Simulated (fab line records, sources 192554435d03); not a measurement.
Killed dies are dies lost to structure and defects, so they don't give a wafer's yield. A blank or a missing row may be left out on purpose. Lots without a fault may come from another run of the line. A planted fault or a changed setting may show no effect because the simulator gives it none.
A struck lot beside a sound one | flow n5_finfet | 44 steps out of a route of 1938
Sound: wafers L585.1, L585.4, L585.6. Struck: wafers L595.1, L595.3. The cause comes at the end.
At each step with rows: each side's tool, then ch and its chambers, then its first start. Under that, the readings that differ: sound wafers | struck wafers | difference of the means | sigmas: that difference in standard deviations of wafers without a fault.
alike: readings whose means differ by less than 2 such deviations, and words and numbers that are the same on both sides. not compared: withheld readings, readings that some wafer has no value for, bounds like >300 that may hide the same value, and numbers for which the record gives no deviation and whose values overlap.
The two part at a step that has a row with sigmas, a row that says differs or no value, or rows on one side only. Numbers that don't overlap but have no deviation are shown without sigmas and don't part them. A reading that every wafer of one side lacks parts them only if that side has two wafers or more.

N5_SDB_INSPECT_36: inspects for defects (darkfield).
  sound on defect_inspect-01, day 3 21:28; struck on defect_inspect-01, day 6 09:04
  reading          | sound    | struck | difference | sigmas
  raw_defect_count | 21 22 42 | 65 86  | +47        | +3
then, 4 steps without rows for these wafers: N5_DUMMY_REMOVAL_HM_STRIP_01 (strips SiNx in CH3F/O2, stops on poly-Si, target depth 4 nm, time 6.8 s); N5_DUMMY_REMOVAL_STRIP_10 (strips in N2/H2, time 40 s); N5_DUMMY_REMOVAL_PRECLEAN_07 (cleans in dHF, time 30 s); N5_DUMMY_REMOVAL_DUMMY_REMOVE_02 (chemistry TMAH, target poly-Si, stops on SiO2, target depth 142 nm, time 57 s, rinse time 30 s).
N5_DUMMY_REMOVAL_INSPECT_06: inspects for defects (brightfield).
  sound on defect_inspect-01, day 3 21:45; struck on defect_inspect-02, day 6 09:18
  alike: raw_defect_count
then, 4 steps without rows for these wafers: N5_DUMMY_REMOVAL_PRECLEAN_08 (cleans in NF3:NH3, afs cycles 2, time 20 s, sublimation time 60 s); N5_DUMMY_REMOVAL_PRECLEAN_04 (cleans in DHF, time 37 s); N5_DUMMY_REMOVAL_SRD_05 (time 30 s); N5_HKMG_FIN_IL_REGROW_00 (material SiO2, chemistry O3, target thk 0.75 nm, time 30 s).
N5_HKMG_FIN_HK_ALD_01: deposits HfO2, target thk 1.6 nm, pulse time 3 s, purge time 3 s.
  sound on ald_hk-03 ch 0,3, day 3 22:07; struck on ald_hk-01 ch 0,2, day 6 09:40
  alike: precursor_pulse_height_rel
then, 1 step without rows for these wafers: N5_HKMG_FIN_HK_ANNEAL_02 (time 30 s).
N5_HKMG_FIN_ALD_74: deposits La2O3, target thk 0.5 nm, pulse time 6 s, co reactant pulse time 1 s.
  sound on ald_hk-01 ch 0,2,3, day 3 22:32; struck on ald_hk-03 ch 0,1, day 6 10:04
  alike: heater_power_outer_w, heater_power_w, precursor_pulse_height_rel
then, 9 steps without rows for these wafers: N5_HKMG_FIN_ALD_75 (deposits Al2O3, target thk 1 nm, co reactant pulse time 1 s); N5_HKMG_FIN_COAT_41 (time 60 s, resist thk 300 nm); N5_HKMG_FIN_COAT_42 (time 60 s, resist thk 35 nm); N5_HKMG_FIN_COAT_43 (resist thk 90 nm); N5_HKMG_FIN_EBR_45; N5_HKMG_FIN_SOFTBAKE_44 (time 60 s); N5_HKMG_FIN_EXPOSE_46 (exposes mask NDIPOLE); N5_HKMG_FIN_PEB_47 (peb time 60 s); N5_HKMG_FIN_DEVELOP_48 (develop time 30 s).
N5_HKMG_FIN_CD_MEAS_49: target cd 202 nm.
  sound on cd_sem-01 ch 0, day 3 23:05; struck on cd_sem-01 ch 0, day 6 10:37
  alike: cd_nm
N5_HKMG_FIN_OVL_MEAS_50:
  sound on overlay-02 ch 0, day 3 23:07; struck on overlay-02 ch 0, day 6 10:39
  alike: NDIPOLE_OVL
N5_HKMG_FIN_INSPECT_61: inspects for defects (macro).
  sound on defect_inspect-02, day 3 23:08; struck on defect_inspect-02, day 6 10:40
  alike: raw_defect_count
N5_HKMG_FIN_DESCUM_53: chemistry O2, time 7.9 s.
  sound on rie_diel-04 ch 0,1,2, day 3 23:11; struck on rie_diel-04 ch 2,3, day 6 10:42
  alike: drypump_motor_current_A, oes_product_au, rf_vpp_V, showerhead_plenum_p_Torr, throttle_valve_pct
  not compared: rf_hours_counter_h
then, 3 steps without rows for these wafers: N5_HKMG_FIN_ETCH_54 (etches SiARC in CF4, target depth 45.5 nm, time 75.8 s); N5_HKMG_FIN_ETCH_55 (etches SOC in N2/H2, target depth 240 nm, time 300 s); N5_HKMG_FIN_STRIP_56 (strips in N2/H2).
N5_HKMG_FIN_STRIP_57: strips in CF4.
  sound on rie_diel-04 ch 0,1,2, day 3 23:28; struck on rie_diel-04 ch 2,3, day 6 10:59
  alike: drypump_motor_current_A, oes_product_au, rf_vpp_V, showerhead_plenum_p_Torr, throttle_valve_pct
  not compared: rf_hours_counter_h
N5_HKMG_FIN_ETCH_58: etches SOC in N2/H2, target depth 215.8 nm, time 741 s.
  sound on rie_diel-04 ch 0,1,2, day 3 23:29; struck on rie_diel-04 ch 2,3, day 6 11:01
  reading      | sound            | struck    | difference | sigmas
  rf_vpp_V (V) | 101.0 100.6 99.0 | 98.0 97.9 | -2.2       | -2
  alike: drypump_motor_current_A, n2_flow_sccm, oes_product_au, showerhead_plenum_p_Torr, throttle_valve_pct
  not compared: rf_hours_counter_h
then, 2 steps without rows for these wafers: N5_HKMG_FIN_STRIP_93 (strips SOC in N2/H2, time 20 s); N5_HKMG_FIN_WET_ETCH_76 (etches Al2O3 in dNH4OH, stops on La2O3, target depth 2.25 nm, rinse time 30 s).
N5_HKMG_FIN_STRIP_60: strips in N2/H2, time 360 s.
  sound on plasma_asher-01 ch 0,1, day 4 00:04; struck on plasma_asher-01 ch 0,1, day 6 11:35
  alike: drypump_motor_current_A, heater_power_w, n2_flow_sccm
  not compared: rf_hours_counter_h
then, 8 steps without rows for these wafers: N5_HKMG_FIN_WET_ETCH_77 (etches La2O3 in dHCl, stops on HfO2, target depth 2 nm); N5_HKMG_FIN_WET_ETCH_78 (etches Al2O3 in dNH4OH, stops on La2O3, target depth 4.5 nm, rinse time 30 s); N5_HKMG_FIN_ALD_79 (deposits TiN, target thk 1.5 nm, pulse time 1 s, purge time 3 s); N5_HKMG_FIN_CVD_62 (deposits a-Si from Si2H6, target thk 3 nm, time 20.8 s); N5_HKMG_FIN_RTA_80 (time 2 s); N5_HKMG_FIN_PRECLEAN_64 (cleans in dHF, time 30 s); N5_HKMG_FIN_WET_ETCH_65 (etches a-Si in TMAH, stops on TiN, time 49 s, target depth 3 nm); N5_HKMG_FIN_WET_ETCH_81 (etches TiN in SC1, stops on HfO2, time 57 s, target depth 6 nm).
-- the record jumps here: 4 days lie between the struck wafers' starts before and after (it left off in module HKMG_FIN and takes up again in module BEOL_M4, whose first step shown is number 1111 of the route) --
N5_BEOL_M4_RC_MEAS_101:
  sound on prober-01 ch 0, day 8 04:06; struck on prober-02 ch 0, day 10 10:39
  reading             | sound                      | struck           | difference | sigmas
  IOFF_P (nA/um)      | 0.19 0.21 0.17             | 0.36 0.30        | +0.14      | +3
  IOFF_P_85C (nA/um)  | 3.4 3.8 3.1                | 5.7 5.0          | +1.9       | +3
  IOFF_P_LIN (nA/um)  | 0.098 0.104 0.088          | 0.176 0.157      | +0.070     | +4
  IOFF_P_LONG (nA/um) | 0.000122 0.000123 0.000116 | 0.000176 0.00018 | +0.000058  | +8
  ION_P (uA/um)       | 477 458 450                | 494 474          | +22        | +2
  VT_N_LVT (mV)       | 100 99 100                 | 116 121          | +19        | +4
  VT_P (mV)           | -248 -247 -254             | -232 -233        | +17        | +5
  VT_P_LONG (mV)      | -268.8 -272.4 -271.9       | -253.4 -258.7    | +15.0      | +7
  alike: DIBL_N, DIBL_P, IOFF_N, ION_N, SS_N, SS_P, VT_N
-- the record jumps here: 4 days lie between the struck wafers' starts before and after (it left off in module BEOL_M4 and takes up again in module PASSIVATION, whose first step shown is number 1936 of the route) --
N5_PASSIVATION_PROBE_49:
  the record has rows for the struck wafers here (prober-02, day 14 07:43) and none for the sound ones

WHERE THEY PART
First at N5_SDB_INSPECT_36; last, within this record, at N5_PASSIVATION_PROBE_49.

WHY: what the simulator had put in
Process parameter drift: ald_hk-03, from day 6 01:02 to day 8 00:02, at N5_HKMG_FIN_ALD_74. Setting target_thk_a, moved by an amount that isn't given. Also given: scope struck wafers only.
